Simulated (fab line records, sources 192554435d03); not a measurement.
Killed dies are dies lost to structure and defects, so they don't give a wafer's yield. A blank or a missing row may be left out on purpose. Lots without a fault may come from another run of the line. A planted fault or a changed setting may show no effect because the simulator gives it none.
Which tool did it? | flow n5_finfet | 11 lots, 32 wafers sampled, at 5 steps of a route of 1938

WHAT THE GAUGES READ, wafer by wafer
The record holds no reading of a measuring or inspecting step that can be judged against a usual standard deviation.

WHICH TOOL RAN EACH LOT (tool, then ch and the chambers of the sampled wafers, then the start)
lot  | N5_BEOL_M15_ETCH_38                           | N5_BEOL_M15_SPUTTER_44       | N5_BEOL_M15_CMP_49            | N5_MIM_BOT_SPUTTER_00        | N5_PASSIVATION_PROBE_49
L926 | rie_diel-01 ch 0,2,3, day 13 14:08 or earlier | pvd_sputter-02, day 13 14:08 | cmp-01 ch 1,3, day 13 15:04   | pvd_sputter-02, day 13 16:55 | prober-01, day 14 06:27
L928 | rie_diel-04 ch 0,1,2, day 14 12:02 or earlier | pvd_sputter-02, day 14 12:02 | cmp-02 ch 0,1,3, day 14 12:49 | pvd_sputter-03, day 14 15:36 | prober-01, day 15 06:58
L929 | rie_diel-01 ch 0,1,3, day 14 16:34 or earlier | pvd_sputter-01, day 14 16:34 | cmp-03 ch 0,1,2, day 14 17:27 | pvd_sputter-01, day 14 21:16 | prober-01, day 15 09:34
L927 | rie_diel-01 ch 0,1,2, day 15 00:36 or earlier | pvd_sputter-03, day 15 00:36 | cmp-03 ch 0,2,3, day 15 01:41 | pvd_sputter-02, day 15 03:52 | prober-01, day 15 17:40
L931 | rie_diel-04 ch 0,1,3, day 15 07:55 or earlier | pvd_sputter-01, day 15 07:55 | cmp-02 ch 0,3, day 15 09:34   | pvd_sputter-01, day 15 11:23 | prober-01, day 15 23:47
L932 | rie_diel-01 ch 0,2,3, day 15 21:05 or earlier | pvd_sputter-01, day 15 21:05 | cmp-02 ch 0,1,2, day 15 21:54 | pvd_sputter-01, day 16 00:37 | prober-01, day 16 12:46
L934 | rie_diel-01 ch 0,1, day 16 13:17 or earlier   | pvd_sputter-01, day 16 13:17 | cmp-01 ch 0,2, day 16 14:02   | pvd_sputter-01, day 16 16:04 | prober-02, day 17 06:14
L935 | rie_diel-05 ch 1,2, day 16 20:20 or earlier   | pvd_sputter-03, day 16 20:20 | cmp-02 ch 1,3, day 16 21:07   | pvd_sputter-03, day 16 23:46 | prober-01, day 17 12:52
L944 | rie_diel-04 ch 0,2, day 17 12:27 or earlier   | pvd_sputter-03, day 17 12:27 | cmp-01 ch 0,2, day 17 13:14   | pvd_sputter-02, day 17 15:09 | prober-02, day 18 06:21
L945 | rie_diel-05 ch 0,2,3, day 19 12:19 or earlier | pvd_sputter-03, day 19 12:19 | cmp-03 ch 0,1,2, day 19 13:03 | pvd_sputter-03, day 19 15:14 | prober-01, day 20 04:10
L947 | rie_diel-01 ch 1,2,3, day 20 06:36 or earlier | pvd_sputter-02, day 20 06:36 | cmp-03 ch 1,2, day 20 07:32   | pvd_sputter-01, day 20 09:52 | prober-02, day 20 20:03
- N5_BEOL_M15_ETCH_38: etches SiCN in CF4/N2, target depth 106.4 nm, time 120.5 s.
- N5_BEOL_M15_SPUTTER_44: material Ta, target thk 15 nm, time 24.19 s.
- N5_BEOL_M15_CMP_49: polishes, stops on SiO2, t overpolish 4.9 s, target thk 850 nm.
- N5_MIM_BOT_SPUTTER_00: material TiN, target thk 35 nm, time 89.7 s.
- N5_PASSIVATION_PROBE_49

WHAT THE TOOLS THEMSELVES READ (means of the sampled wafers that have a number; where no wafer has one, the mark that the record gives instead)
N5_BEOL_M15_ETCH_38. Usual: cf4_flow_sccm 59.98 sccm, standard deviation 0.18; drypump_motor_current_A 5.7 A, standard deviation 0.45; oes_product_au 0.82 a.u., standard deviation 0.078; rf_vpp_V 381.8 V, standard deviation 1.9; showerhead_plenum_p_Torr 2.19 Torr, standard deviation 0.065; throttle_valve_pct 15.48 %, standard deviation 0.16.
lot  | tool        | cf4_flow_sccm (sccm) | drypump_motor_current_A (A) | oes_product_au (a.u.) | rf_vpp_V (V) | showerhead_plenum_p_Torr (Torr) | throttle_valve_pct (%) | flag
L926 | rie_diel-01 | 60.29                | 5.9                         | 0.85                  | 382.0        | 2.22                            | 15.45                  |
L928 | rie_diel-04 | 60.12                | 5.7                         | 0.82                  | 380.3        | 2.14                            | 15.41                  |
L929 | rie_diel-01 | 59.94                | 6.2                         | 0.80                  | 383.4        | 2.22                            | 15.51                  |
L927 | rie_diel-01 | 59.89                | 5.8                         | 0.80                  | 383.5        | 2.25                            | 15.46                  |
L931 | rie_diel-04 | 60.17                | 5.8                         | 0.89                  | 380.3        | 2.16                            | 15.44                  |
L932 | rie_diel-01 | 59.87                | 5.8                         | 0.83                  | 381.1        | 2.21                            | 15.50                  |
L934 | rie_diel-01 | 60.02                | 6.2                         | 0.93                  | 382.9        | 2.25                            | 15.29                  |
L935 | rie_diel-05 | 60.07                | 5.8                         | 0.78                  | 382.8        | 2.24                            | 15.66                  |
L944 | rie_diel-04 | 60.11                | 5.7                         | 0.83                  | 380.7        | 2.14                            | 15.42                  |
L945 | rie_diel-05 | 60.00                | 5.1                         | 0.81                  | 381.1        | 2.16                            | 15.47                  |
L947 | rie_diel-01 | 59.91                | 5.9                         | 0.83                  | 382.2        | 2.20                            | 15.35                  |

N5_BEOL_M15_SPUTTER_44. Usual: throttle_valve_pct 29.7 %, standard deviation 0.91.
lot  | tool           | throttle_valve_pct (%) | flag
L926 | pvd_sputter-02 | 29.6                   |
L928 | pvd_sputter-02 | 29.2                   |
L929 | pvd_sputter-01 | 30.6                   |
L927 | pvd_sputter-03 | 30.0                   |
L931 | pvd_sputter-01 | 30.0                   |
L932 | pvd_sputter-01 | 30.5                   |
L934 | pvd_sputter-01 | 30.0                   |
L935 | pvd_sputter-03 | 30.2                   |
L944 | pvd_sputter-03 | 30.6                   |
L945 | pvd_sputter-03 | 30.4                   |
L947 | pvd_sputter-02 | 29.7                   |

N5_BEOL_M15_CMP_49. Usual: barrier_field_endpoint_s 11.31 s, standard deviation 0.26; edge_zone_pressure_frac 1.000, standard deviation 0.0056; head_pressure_psi 2.000 psi, standard deviation 0.004; motor_current_A 8.1 A, standard deviation 0.89; overpolish_run_s 4.901 s, standard deviation 0.0092.
lot  | tool   | barrier_field_endpoint_s (s) | edge_zone_pressure_frac | head_pressure_psi (psi) | motor_current_A (A) | overpolish_run_s (s) | flag
L926 | cmp-01 | 10.82                        | 1.000                   | 2.006                   | 6.9                 | 4.903                |
L928 | cmp-02 | 11.27                        | 1.000                   | 1.997                   | 8.7                 | 4.899                |
L929 | cmp-03 | 11.31                        | 1.000                   | 1.998                   | 7.4                 | 4.901                |
L927 | cmp-03 | 11.45                        | 1.002                   | 2.004                   | 7.7                 | 4.893                |
L931 | cmp-02 | 11.60                        | 1.006                   | 1.999                   | 9.2                 | 4.903                |
L932 | cmp-02 | 8.00                         | 0.998                   | 2.806                   | 10.5                | 4.894                | OFF
L934 | cmp-01 | 11.61                        | 0.997                   | 2.000                   | 9.5                 | 4.908                |
L935 | cmp-02 | 7.93                         | 1.005                   | 2.808                   | 10.2                | 4.904                | OFF
L944 | cmp-01 | 11.27                        | 0.999                   | 2.001                   | 9.9                 | 4.899                |
L945 | cmp-03 | 11.20                        | 0.996                   | 1.999                   | 7.6                 | 4.899                |
L947 | cmp-03 | 11.17                        | 0.999                   | 2.001                   | 7.3                 | 4.903                |

N5_MIM_BOT_SPUTTER_00. Usual: throttle_valve_pct 29.7 %, standard deviation 0.92.
lot  | tool           | throttle_valve_pct (%) | flag
L926 | pvd_sputter-02 | 29.3                   |
L928 | pvd_sputter-03 | 30.9                   |
L929 | pvd_sputter-01 | 29.7                   |
L927 | pvd_sputter-02 | 29.1                   |
L931 | pvd_sputter-01 | 30.0                   |
L932 | pvd_sputter-01 | 30.5                   |
L934 | pvd_sputter-01 | 29.3                   |
L935 | pvd_sputter-03 | 29.7                   |
L944 | pvd_sputter-02 | 29.4                   |
L945 | pvd_sputter-03 | 29.9                   |
L947 | pvd_sputter-01 | 30.8                   |

N5_PASSIVATION_PROBE_49. Usual: defect_limited_yield 91.4 %, standard deviation 1.2; killed_at_M0_to_M3 35, standard deviation 11; killed_at_M4_up 14, standard deviation 6; killed_at_contacts 12, standard deviation 6.7; killed_at_front_end 37, standard deviation 9.7; killed_at_other 3.5, standard deviation 2.5; killed_dies 102, standard deviation 15; killed_on_rim 13, standard deviation 3.6; killed_open 67, standard deviation 12; killed_short 33, standard deviation 7.3; sort_bin_5_function 5.1 %, standard deviation 0.81; sort_bin_6_memory 3.2 %, standard deviation 0.65; sort_n_pass 1078, standard deviation 15; sort_yield_pct 91.4 %, standard deviation 1.2.
lot  | tool      | defect_limited_yield (%) | killed_at_M0_to_M3 | killed_at_M4_up | killed_at_contacts | killed_at_front_end | killed_at_other | killed_dies | killed_on_rim | killed_open | killed_short | sort_bin_5_function (%) | sort_bin_6_memory (%) | sort_n_pass | sort_yield_pct (%) | flag
L926 | prober-01 | 90.9                     | 37                 | 14              | 10                 | 44                  | 2.7             | 108         | 15            | 71          | 36           | 5.3                     | 3.6                   | 1072        | 90.9               |
L928 | prober-01 | 92.1                     | 13                 | 14              | 24                 | 38                  | 5.3             | 93          | 14            | 68          | 24           | 4.6                     | 3.2                   | 1087        | 92.1               |
L929 | prober-01 | 91.1                     | 36                 | 10              | 6                  | 47                  | 6.7             | 105         | 11            | 65          | 40           | 5.0                     | 3.6                   | 1075        | 91.1               |
L927 | prober-01 | 92.7                     | 23                 | 13              | 9                  | 39                  | 3.0             | 86          | 13            | 55          | 30           | 4.3                     | 2.9                   | 1094        | 92.7               |
L931 | prober-01 | 91.7                     | 35                 | 12              | 11                 | 37                  | 4.0             | 98          | 10            | 61          | 37           | 5.2                     | 2.7                   | 1082        | 91.7               |
L932 | prober-01 | 92.3                     | 29                 | 15              | 10                 | 35                  | 2.0             | 91          | 11            | 59          | 31           | 4.7                     | 2.6                   | 1089        | 92.3               |
L934 | prober-02 | 91.7                     | 36                 | 10              | 8                  | 38                  | 5.0             | 98          | 12            | 60          | 37           | 4.7                     | 3.3                   | 1082        | 91.7               |
L935 | prober-01 | 90.3                     | 41                 | 18              | 14                 | 38                  | 4.7             | 115         | 18            | 75          | 39           | 5.5                     | 3.8                   | 1065        | 90.3               |
L944 | prober-02 | 91.6                     | 26                 | 10              | 6                  | 52                  | 4.7             | 99          | 10            | 66          | 30           | 5.0                     | 3.0                   | 1081        | 91.6               |
L945 | prober-01 | 93.6                     | 23                 | 7               | 5                  | 40                  | 1.0             | 75          | 11            | 48          | 24           | 3.7                     | 2.1                   | 1105        | 93.6               |
L947 | prober-02 | 90.9                     | 35                 | 12              | 13                 | 47                  | 1.3             | 108         | 13            | 74          | 32           | 5.3                     | 3.6                   | 1072        | 90.9               |

THE ANSWER, worked out from the rows above alone
Rule: a lot is off if the mean of its wafers that have a number lies more than 3 standard deviations from the usual mean. A lot without any number at a reading at which 4 lots or more have one is off too. The other lots that the step has rows for count as sound. The gauges are gone through in route order, then the tools' own readings, and for those a lot's mean is taken as printed above. The first step at which some lot is off is used, and at that step the reading that is off furthest; a lot without a number counts as furthest.
Off: L932, L935, at N5_BEOL_M15_CMP_49 (head_pressure_psi).
A tool fits if, at that step or a process step before it, it ran every lot that is off, and no sound lot after the first of them. N5_BEOL_M15_ETCH_38 gives no start for some lots, so the hours and the order of its lots are those of N5_BEOL_M15_SPUTTER_44. One fits: cmp-02 at N5_BEOL_M15_CMP_49. Its last sound lot is L931 (day 15 09:34), its first lot that is off L932 (day 15 21:54): a fault that began between those two fits.
The tool's own readings at N5_BEOL_M15_CMP_49 bear it out: on the lots that are off they differ by more than 5 times the standard deviation of the sound lots' means. barrier_field_endpoint_s reads 7.96 s there against 11.30 s on the sound lots; head_pressure_psi reads 2.807 psi there against 2.001 psi on the sound lots.

WHAT THE SIMULATOR HAD PUT IN
Process parameter drift: cmp-02, from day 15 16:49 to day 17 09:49, at N5_BEOL_M15_CMP_49. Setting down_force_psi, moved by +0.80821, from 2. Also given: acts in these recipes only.
Lots struck among those shown: L932, L935. The rule above found the same.
